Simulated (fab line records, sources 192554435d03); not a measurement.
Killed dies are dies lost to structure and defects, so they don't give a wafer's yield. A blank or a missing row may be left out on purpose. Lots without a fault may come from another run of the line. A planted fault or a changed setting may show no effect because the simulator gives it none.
fab line records | flow n5_finfet | part 1 of 2: steps 1 to 17 of 28
record lots=5 wafers=15 last_day=18
route steps=1938 shown SD_EPI_P@297
lots that met no fault: from a run of the same line without faults
start_h: hours from the record's first day to the start of the lot's first wafer shown | wait_h: hours since the lot's step before | " the same as in the row above | L1.1+2: a row that stands for several wafers | - no value, or no start given | * or withheld: withheld | < > ~ a bound
route shown NAME@n: a module of which the file shows steps, and the number in the route of the first | usual: mean/standard deviation of fault-free wafers | same: alike in all rows | chamber/n: place in a boat | sites: the reading at each site | _std_site: their standard deviation | _edge_site: outer sites' mean less inner sites' | radius_mm: how far each site lies from the wafer's centre | mask NAME#n: copy n | behind: the tool/chamber that last shaped the wafer | hold: why the lot was held/for how many hours/how that ended | device: the transistor (n, p or np) that didn't switch | end of line: the same wafers' tests at the end of the route | a step without rows: its recipe alone | killed: dies lost to structure and defects at the first sort, not the wafer's yield | map: a wafer's dies, x killed, . not, _ none there
set.NAME: the setting as run; set.NAME@STEP: as run at that earlier step | model.NAME: the simulator's own value behind a step, which no gauge read
lots at some steps of the route; a table a step, a row a wafer
services: from which hour (start_h, from the record's first day; less than 0 if before it) a tool's chamber was out of use, for how many hours, and why
## steps
# step N5_SD_EPI_P_COAT_03
# recipe resist=CAR-ArF-block spin_rpm=1500 resist_thk_nm=150
# usual dispense_pressure_kPa=50.5/0.7 exhaust_pa=45.3/0.99
# columns lot.wafer tool chamber start_h wait_h dispense_pressure_kPa exhaust_pa
L074.1 litho_track-04 0 - - 51.3 45.9
L074.4 " 0 " " 51.3 44.6
L074.6 " 0 " " 51.3 46.5
L081.2 litho_track-01 0 - - 50.5 44.3
L081.3 " 0 " " 50.5 45.4
L081.5 " 0 " " 50.5 43.8
L089.3 litho_track-04 0 - - 51.2 45.1
L089.4 " 0 " " 51.2 46.0
L089.6 " 0 " " 51.2 45.7
L091.3 litho_track-03 0 - - 49.5 44.8
L091.4 " 0 " " 49.6 44.9
L091.6 " 0 " " 49.6 44.4
L097.2 litho_track-01 0 - - 50.5 46.0
L097.3 " 0 " " 50.5 46.7
L097.4 " 0 " " 50.5 45.4
# step N5_SD_EPI_P_EBR_05
# recipe solvent=PGMEA ebr_width_mm=1.5
# usual exhaust_pa=45.0/0.99
# columns lot.wafer tool chamber start_h wait_h exhaust_pa
L074.1 litho_track-04 0 - - 43.6
L074.4 " 0 " " 44.4
L074.6 " 0 " " 44.6
L081.2 litho_track-01 0 - - 45.0
L081.3 " 0 " " 42.7
L081.5 " 0 " " 44.5
L089.3 litho_track-04 0 - - 44.7
L089.4 " 0 " " 45.9
L089.6 " 0 " " 45.3
L091.3 litho_track-03 0 - - 43.1
L091.4 " 0 " " 44.1
L091.6 " 0 " " 43.7
L097.2 litho_track-01 0 - - 45.7
L097.3 " 0 " " 46.5
L097.4 " 0 " " 45.4
# step N5_SD_EPI_P_SOFTBAKE_04
# recipe temp_c=110 time_s=60 resist=CAR-ArF-block
# usual exhaust_pa=45.1/0.85
# columns lot.wafer tool chamber start_h wait_h exhaust_pa
L074.1 litho_track-04 0 - - 46.8
L074.4 " 0 " " 46.1
L074.6 " 0 " " 46.6
L081.2 litho_track-01 0 - - 45.5
L081.3 " 0 " " 45.8
L081.5 " 0 " " 44.7
L089.3 litho_track-04 0 - - 44.4
L089.4 " 0 " " 44.1
L089.6 " 0 " " 44.9
L091.3 litho_track-03 0 - - 45.5
L091.4 " 0 " " 43.7
L091.6 " 0 " " 44.2
L097.2 litho_track-01 0 - - 45.3
L097.3 " 0 " " 45.3
L097.4 " 0 " " 45.1
# step N5_SD_EPI_P_EXPOSE_06
# recipe mask_id=SD_P_BLK na=1.35 source_shape=conventional sigma_outer=0.8 polarization=unpolarized target_cd_nm=240 dose_mj=39.5
# usual stage_vel_mm_s=500.03/0.3
# columns lot.wafer tool chamber start_h wait_h mask stage_vel_mm_s
L074.1 arfi_scanner-02 0 54.29 - SD_P_BLK#0 500.22
L074.4 " 0 " " SD_P_BLK#0 500.24
L074.6 " 0 " " SD_P_BLK#0 499.54
L081.2 arfi_scanner-03 0 96.08 - SD_P_BLK#0 500.26
L081.3 " 0 " " SD_P_BLK#0 500.21
L081.5 " 0 " " SD_P_BLK#0 500.00
L089.3 arfi_scanner-01 0 146.51 - SD_P_BLK#0 499.88
L089.4 " 0 " " SD_P_BLK#0 500.25
L089.6 " 0 " " SD_P_BLK#0 500.06
L091.3 arfi_scanner-02 0 159.13 - SD_P_BLK#0 500.52
L091.4 " 0 " " SD_P_BLK#0 499.84
L091.6 " 0 " " SD_P_BLK#0 500.23
L097.2 arfi_scanner-01 0 193.74 - SD_P_BLK#0 499.51
L097.3 " 0 " " SD_P_BLK#0 499.94
L097.4 " 0 " " SD_P_BLK#0 499.96
# step N5_SD_EPI_P_PEB_07
# recipe peb_temp_c=110 peb_time_s=60 resist=CAR-ArF-block
# usual exhaust_pa=45.2/0.88
# columns lot.wafer tool chamber start_h wait_h exhaust_pa
L074.1 litho_track-04 0 54.35 0.1 45.6
L074.4 " 0 " " 44.1
L074.6 " 0 " " 46.1
L081.2 litho_track-03 0 96.13 0.0 45.4
L081.3 " 0 " " 45.9
L081.5 " 0 " " 44.9
L089.3 litho_track-04 0 146.56 0.0 43.6
L089.4 " 0 " " 43.7
L089.6 " 0 " " 42.8
L091.3 litho_track-01 0 159.17 0.0 44.5
L091.4 " 0 " " 43.6
L091.6 " 0 " " 42.8
L097.2 litho_track-03 0 193.80 0.0 45.3
L097.3 " 0 " " 44.8
L097.4 " 0 " " 44.8
# step N5_SD_EPI_P_DEVELOP_08
# recipe develop_time_s=30 developer=TMAH resist=CAR-ArF-block dev_temp_c=23 rinse_liquid=diw dry=air_spin
# usual developer_temp_C=22.97/0.092 exhaust_pa=45.0/0.86
# columns lot.wafer tool chamber start_h wait_h developer_temp_C exhaust_pa
L074.1 litho_track-04 0 - - 23.14 45.9
L074.4 " 0 " " 23.02 45.6
L074.6 " 0 " " 23.03 46.8
L081.2 litho_track-03 0 - - 23.00 44.8
L081.3 " 0 " " 22.92 43.8
L081.5 " 0 " " 22.95 44.2
L089.3 litho_track-04 0 - - 22.93 46.3
L089.4 " 0 " " 22.83 45.8
L089.6 " 0 " " 22.88 45.0
L091.3 litho_track-01 0 - - 23.00 44.4
L091.4 " 0 " " 22.93 43.9
L091.6 " 0 " " 22.98 45.2
L097.2 litho_track-03 0 - - 23.08 47.0
L097.3 " 0 " " 23.03 44.9
L097.4 " 0 " " 23.13 46.0
# step N5_SD_EPI_P_CD_MEAS_09
# recipe target_cd_nm=240 landing_energy_ev=500 detector=se_inlens
# usual cd_nm=239.9/0.89
# columns lot.wafer tool chamber start_h wait_h cd_nm
L074.1 cd_sem-01 0 54.41 - 239.1
L074.4 " 0 " " 238.8
L074.6 " 0 " " 239.0
L081.2 cd_sem-02 0 96.20 - 240.2
L081.3 " 0 " " 239.9
L081.5 " 0 " " 241.0
L089.3 cd_sem-02 0 146.63 - 241.6
L089.4 " 0 " " 241.1
L089.6 " 0 " " 240.3
L091.3 cd_sem-03 0 159.24 - 238.8
L091.4 " 0 " " 239.1
L091.6 " 0 " " 238.8
L097.2 cd_sem-01 0 193.86 - 241.5
L097.3 " 0 " " 240.7
L097.4 " 0 " " 240.8
# step N5_SD_EPI_P_OVL_MEAS_10
# recipe points_per_wafer=44
# usual SD_P_BLK_OVL=-0.3/0.84
# same points_per_wafer=44
# columns lot.wafer tool chamber start_h wait_h SD_P_BLK_OVL[nm]
L074.1 overlay-01 0 54.44 0.0 -0.4
L074.4 " 0 " " -2.1
L074.6 " 0 " " -0.7
L081.2 overlay-01 0 96.22 0.0 0.5
L081.3 " 0 " " 0.2
L081.5 " 0 " " 1.3
L089.3 overlay-02 0 146.66 0.0 -0.4
L089.4 " 0 " " 0.4
L089.6 " 0 " " 0.1
L091.3 overlay-01 0 159.27 0.0 -1.0
L091.4 " 0 " " -1.3
L091.6 " 0 " " -0.1
L097.2 overlay-02 0 193.89 0.0 -0.6
L097.3 " 0 " " -0.3
L097.4 " 0 " " 0.0
# step N5_SD_EPI_P_INSPECT_11
# recipe mode=adi inspect_instrument=macro
# usual raw_defect_count=2.2/1.4
# columns lot.wafer tool chamber start_h wait_h raw_defect_count
L074.1 defect_inspect-01 - 54.47 0.0 1
L074.4 " - " " 1
L074.6 " - " " 0
L081.2 defect_inspect-01 - 96.25 0.0 5
L081.3 " - " " 4
L081.5 " - " " 1
L089.3 defect_inspect-01 - 146.68 0.0 1
L089.4 " - " " 2
L089.6 " - " " 3
L091.3 defect_inspect-02 - 159.29 0.0 0
L091.4 " - " " 3
L091.6 " - " " 2
L097.2 defect_inspect-02 - 193.92 0.0 3
L097.3 " - " " 2
L097.4 " - " " 3
# step N5_SD_EPI_P_DESCUM_14
# recipe chemistry=O2 time_s=7.9 source_power_w=50 bias_power_w=20 pressure_mtorr=20 rf_frequency_hz=2.712e+07 temp_c=40 resist=CAR-ArF-block o2_flow_sccm=225
# usual drypump_motor_current_A=5.6/0.45 oes_product_au=0.75/0.058 rf_vpp_V=243.1/1.2 showerhead_plenum_p_Torr=2.10/0.057 throttle_valve_pct=20.55/0.14
# columns lot.wafer tool chamber start_h wait_h drypump_motor_current_A oes_product_au rf_hours_counter_h rf_vpp_V showerhead_plenum_p_Torr throttle_valve_pct
L074.1 rie_diel-03 2 54.50 0.0 5.1 0.70 213 243.0 2.16 20.29
L074.4 " 1 " " 5.1 0.81 114 242.4 2.13 20.59
L074.6 " 2 " " 5.1 0.70 - 245.4 2.16 20.30
L081.2 rie_diel-03 1 96.28 0.0 5.1 0.79 125 241.8 2.13 20.60
L081.3 " 2 " " 5.1 0.69 222 244.0 2.15 20.31
L081.5 " 1 " " 5.1 0.80 - 242.5 2.12 20.61
L089.3 rie_diel-05 3 146.72 0.0 5.9 0.75 155 242.5 2.09 20.49
L089.4 " 2 " " 5.3 0.73 168 242.8 2.10 20.39
L089.6 " 0 " " 5.8 0.74 - 244.7 2.20 20.69
L091.3 rie_diel-04 3 159.41 0.1 4.9 0.70 232 243.0 2.08 20.69
L091.4 " 1 " " 5.5 0.79 107 242.6 2.11 20.74
L091.6 " 3 " " 5.0 0.69 - 243.4 2.08 20.72
L097.2 rie_diel-05 0 193.95 0.0 5.8 0.72 193 244.5 2.19 20.72
L097.3 " 2 " " 5.3 0.71 180 243.9 2.09 20.41
L097.4 " 3 " " 5.8 0.74 167 243.3 2.08 20.51
# step N5_SD_EPI_P_ETCH_36
# recipe chemistry=CF4 target=SiARC target_depth_a=455 mask_material=CAR-ArF-block time_s=75.8 ion_energy_ev=80 pressure_mtorr=40 source_w=545 bias_w=36 Ar_flow_sccm=100 cf4_flow_sccm=100 ends=cleared
# usual drypump_motor_current_A=5.6/0.45 etch_rf_on_time_s=76.1/2.1 oes_product_au=0.64/0.049 rf_vpp_V=184.0/0.93 showerhead_plenum_p_Torr=2.14/0.05 throttle_valve_pct=15.69/0.12
# columns lot.wafer tool chamber start_h wait_h drypump_motor_current_A etch_rf_on_time_s oes_product_au rf_hours_counter_h rf_vpp_V showerhead_plenum_p_Torr throttle_valve_pct
L074.1 rie_diel-03 2 54.54 0.0 5.1 77.8 0.58 213 184.7 2.21 15.59
L074.4 " 1 " " 5.1 75.6 0.68 114 184.0 2.16 15.59
L074.6 " 2 " " 5.1 77.6 0.59 - 185.2 2.21 15.60
L081.2 rie_diel-03 1 96.32 0.0 5.1 75.9 0.67 125 185.1 2.16 15.62
L081.3 " 2 " " 5.1 77.5 0.58 222 185.3 2.21 15.61
L081.5 " 1 " " 5.1 75.7 0.67 - 185.7 2.16 15.61
L089.3 rie_diel-05 3 146.75 0.0 5.9 76.6 0.65 155 185.2 2.13 15.67
L089.4 " 2 " " 5.2 77.6 0.63 168 183.8 2.13 15.50
L089.6 " 0 " " 5.8 75.8 0.63 - 186.1 2.21 15.77
L091.3 rie_diel-04 3 159.45 0.0 5.0 77.2 0.58 232 183.0 2.11 15.83
L091.4 " 1 " " 5.6 76.6 0.67 107 184.5 2.15 15.87
L091.6 " 3 " " 4.9 76.6 0.58 - 183.2 2.11 15.82
L097.2 rie_diel-05 0 193.99 0.0 5.8 76.5 0.61 193 184.2 2.21 15.81
L097.3 " 2 " " 5.2 78.9 0.61 180 184.2 2.13 15.51
L097.4 " 3 " " 5.8 77.2 0.63 167 183.6 2.13 15.70
# step N5_SD_EPI_P_ETCH_37
# recipe chemistry=N2/H2 target=SOC overetch_a=1080 mask_material=SiARC temp_c=40 ion_energy_ev=100 source_w=3000 bias_w=133 pressure_mtorr=20 time_s=486 n2_flow_sccm=200 h2_flow_sccm=200 ends=end_point
# usual drypump_motor_current_A=5.6/0.46 oes_product_au=0.67/0.049 rf_vpp_V=240.8/1.2 showerhead_plenum_p_Torr=2.53/0.062 throttle_valve_pct=23.90/0.22
# columns lot.wafer tool chamber start_h wait_h drypump_motor_current_A oes_product_au rf_hours_counter_h rf_vpp_V showerhead_plenum_p_Torr throttle_valve_pct
L074.1 rie_diel-03 2 54.59 0.0 5.1 0.62 213 240.2 2.61 23.48
L074.4 " 1 " " 5.1 0.71 114 241.3 2.54 23.79
L074.6 " 2 " " 5.1 0.62 - 243.8 2.60 23.51
L081.2 rie_diel-03 1 96.37 0.0 5.1 0.70 125 240.1 2.53 23.78
L081.3 " 2 " " 5.1 0.61 222 243.3 2.60 23.51
L081.5 " 1 " " 5.1 0.70 - 242.6 2.53 23.78
L089.3 rie_diel-05 3 146.81 0.0 5.8 0.68 155 239.9 2.54 24.22
L089.4 " 2 " " 5.3 0.67 168 241.4 2.52 23.64
L089.6 " 0 " " 5.8 0.66 - 243.3 2.62 23.71
L091.3 rie_diel-04 3 159.50 0.0 4.9 0.62 232 241.1 2.48 23.65
L091.4 " 1 " " 5.6 0.71 107 241.2 2.55 24.06
L091.6 " 3 " " 5.0 0.61 - 240.4 2.48 23.64
L097.2 rie_diel-05 0 194.04 0.0 5.8 0.65 193 242.4 2.62 23.73
L097.3 " 2 " " 5.3 0.65 181 242.2 2.52 23.64
L097.4 " 3 " " 5.9 0.67 167 240.4 2.54 24.23
# step N5_SD_EPI_P_STRIP_38
# recipe chemistry=N2/H2 temp_c=40 n2_flow_sccm=200 h2_flow_sccm=200 rf_frequency_hz=6e+07
# columns lot.wafer tool chamber start_h wait_h
L074.1+4+6 rie_diel-03 2,1,2 54.91 0.2
L081.2+3+5 rie_diel-03 1,2,1 96.69 0.2
L089.3+4+6 rie_diel-05 3,2,0 147.12 0.2
L091.3+4+6 rie_diel-04 3,1,3 159.82 0.2
L097.2+3+4 rie_diel-05 0,2,3 194.36 0.2
# step N5_SD_EPI_P_ETCHBACK_46
# recipe chemistry=CH3F/O2 mode=anisotropic_etchback target=SiNx target_depth_a=175 stop_on=SiO2 over_etch_frac=0.3 ion_energy_ev=120 pressure_mtorr=30 source_w=395 bias_w=73 Ar_flow_sccm=150 CH3F_flow_sccm=30 O2_flow_sccm=20
# usual CH3F_flow_sccm=30.00/0.095 O2_flow_sccm=20.00/0.057 drypump_motor_current_A=5.6/0.45 oes_o_777_au=0.75/0.057 oes_product_au=0.64/0.048 rf_vpp_V=297/6 showerhead_plenum_p_Torr=2.00/0.048 throttle_valve_pct=16.43/0.12
# columns lot.wafer tool chamber start_h wait_h CH3F_flow_sccm O2_flow_sccm drypump_motor_current_A oes_o_777_au oes_product_au rf_hours_counter_h rf_vpp_V showerhead_plenum_p_Torr throttle_valve_pct
L074.1 rie_diel-03 2 54.92 0.0 29.86 19.94 5.1 0.68 0.59 213 300 2.07 16.31
L074.4 " 1 " " 30.17 20.02 5.1 0.79 0.68 114 302 2.01 16.30
L074.6 " 2 " " 29.87 20.01 5.1 0.68 0.59 - 299 2.07 16.32
L081.2 rie_diel-03 1 96.70 0.0 30.02 19.91 5.1 0.78 0.67 126 304 2.01 16.31
L081.3 " 2 " " 30.06 20.02 5.1 0.67 0.58 222 299 2.06 16.32
L081.5 " 1 " " 30.12 19.91 5.1 0.78 0.66 - 304 2.01 16.32
L089.3 rie_diel-05 3 147.13 0.0 30.08 20.01 5.8 0.77 0.65 155 301 1.99 16.39
L089.4 " 2 " " 29.91 19.96 5.2 0.73 0.63 169 289 2.00 16.31
L089.6 " 0 " " 29.93 20.01 5.8 0.74 0.63 - 300 2.07 16.49
L091.3 rie_diel-04 3 159.83 0.0 29.98 19.91 5.0 0.69 0.59 232 291 1.98 16.60
L091.4 " 1 " " 30.11 20.00 5.5 0.78 0.68 107 288 2.01 16.63
L091.6 " 3 " " 29.99 19.93 5.0 0.69 0.59 - 291 1.98 16.59
L097.2 rie_diel-05 0 194.37 0.0 30.00 19.95 5.8 0.73 0.62 193 302 2.06 16.49
L097.3 " 2 " " 30.05 19.97 5.3 0.72 0.62 181 290 2.00 16.32
L097.4 " 3 " " 29.99 19.92 5.8 0.76 0.63 167 302 1.98 16.41
# step N5_SD_EPI_P_ETCH_47
# recipe chemistry=CH3F/O2 target=SiOCN target_depth_a=250 mask_material=SOC ion_energy_ev=60 bias_w=29 pressure_mtorr=30 source_w=410 Ar_flow_sccm=150 CH3F_flow_sccm=30 O2_flow_sccm=20
# usual CH3F_flow_sccm=30.01/0.094 O2_flow_sccm=20.01/0.061 drypump_motor_current_A=5.6/0.45 oes_o_777_au=0.75/0.057 oes_product_au=0.75/0.058 rf_vpp_V=127.4/2.4 showerhead_plenum_p_Torr=2.00/0.048 throttle_valve_pct=16.40/0.12
# columns lot.wafer tool chamber start_h wait_h CH3F_flow_sccm O2_flow_sccm drypump_motor_current_A oes_o_777_au oes_product_au rf_hours_counter_h rf_vpp_V showerhead_plenum_p_Torr throttle_valve_pct
L074.1 rie_diel-03 2 55.02 0.1 30.04 19.94 5.1 0.68 0.69 213 128.6 2.07 16.28
L074.4 " 1 " " 29.95 19.95 5.1 0.79 0.79 114 129.6 2.01 16.29
L074.6 " 2 " " 30.06 19.98 5.1 0.68 0.69 - 128.5 2.07 16.28
L081.2 rie_diel-03 1 96.80 0.1 30.05 20.00 5.1 0.78 0.77 126 130.1 2.01 16.30
L081.3 " 2 " " 29.86 20.04 5.1 0.68 0.68 222 128.7 2.06 16.30
L081.5 " 1 " " 29.94 19.90 5.1 0.79 0.79 - 129.2 2.01 16.30
L089.3 rie_diel-05 3 147.23 0.1 29.92 20.00 5.8 0.77 0.75 155 129.6 1.98 16.34
L089.4 " 2 " " 29.88 19.88 5.3 0.73 0.72 169 124.4 2.00 16.27
L089.6 " 0 " " 30.03 20.07 5.8 0.74 0.73 - 128.7 2.07 16.43
L091.3 rie_diel-04 3 159.93 0.1 30.15 20.06 5.0 0.69 0.69 232 124.9 1.98 16.55
L091.4 " 1 " " 30.15 19.97 5.5 0.78 0.79 107 125.0 2.01 16.57
L091.6 " 3 " " 29.94 20.17 5.0 0.69 0.68 - 124.8 1.98 16.56
L097.2 rie_diel-05 0 194.47 0.1 30.05 20.03 5.8 0.73 0.72 193 128.0 2.07 16.47
L097.3 " 2 " " 29.90 19.98 5.3 0.72 0.72 181 124.7 2.00 16.30
L097.4 " 3 " " 29.94 19.99 5.9 0.76 0.75 167 129.4 1.98 16.36
# step N5_SD_EPI_P_ETCH_16
# recipe chemistry=CHF3/O2 target=SiO2 target_depth_a=50 mask_material=SOC pressure_mtorr=30 source_w=650 bias_w=170 Ar_flow_sccm=200 CHF3_flow_sccm=50 O2_flow_sccm=5 ion_energy_ev=200
# usual O2_flow_sccm=5.002/0.014 drypump_motor_current_A=5.6/0.45 oes_o_777_au=0.76/0.055 oes_product_au=0.75/0.057 rf_vpp_V=523/11 showerhead_plenum_p_Torr=2.41/0.054 throttle_valve_pct=18.96/0.13
# columns lot.wafer tool chamber start_h wait_h O2_flow_sccm drypump_motor_current_A oes_o_777_au oes_product_au rf_hours_counter_h rf_vpp_V showerhead_plenum_p_Torr throttle_valve_pct
L074.1 rie_diel-03 2 55.12 0.1 4.970 5.1 0.70 0.68 213 527 2.48 18.79
L074.4 " 1 " " 4.966 5.1 0.80 0.79 114 533 2.42 18.86
L074.6 " 2 " " 5.002 5.1 0.69 0.69 - 527 2.48 18.79
L081.2 rie_diel-03 1 96.90 0.1 4.988 5.1 0.79 0.79 126 535 2.42 18.87
L081.3 " 2 " " 5.017 5.1 0.69 0.68 222 526 2.48 18.81
L081.5 " 1 " " 4.985 5.1 0.79 0.79 - 535 2.42 18.87
L089.3 rie_diel-05 3 147.33 0.1 4.984 5.8 0.77 0.75 155 533 2.39 18.91
L089.4 " 2 " " 4.989 5.3 0.75 0.73 169 507 2.40 18.78
L089.6 " 0 " " 4.998 5.8 0.75 0.74 - 532 2.49 18.98
L091.3 rie_diel-04 3 160.03 0.1 4.998 5.0 0.70 0.68 232 512 2.38 19.12
L091.4 " 1 " " 5.012 5.6 0.79 0.79 107 509 2.42 19.16
L091.6 " 3 " " 4.990 5.0 0.70 0.68 - 511 2.38 19.13
L097.2 rie_diel-05 0 194.57 0.1 4.992 5.8 0.75 0.72 193 531 2.48 19.02
L097.3 " 2 " " 5.005 5.2 0.74 0.71 181 508 2.40 18.80
L097.4 " 3 " " 5.001 5.9 0.76 0.74 167 530 2.39 18.93
# step N5_SD_EPI_P_STRIP_50
# recipe chemistry=CHF3/O2 resist=SiARC rf_frequency_hz=6e+07
# columns lot.wafer tool chamber start_h wait_h
L074.1+4+6 rie_diel-03 2,1,2 55.16 0.0
L081.2+3+5 rie_diel-03 1,2,1 96.94 0.0
L089.3+4+6 rie_diel-05 3,2,0 147.37 0.0
L091.3+4+6 rie_diel-04 3,1,3 160.07 0.0
L097.2+3+4 rie_diel-05 0,2,3 194.61 0.0
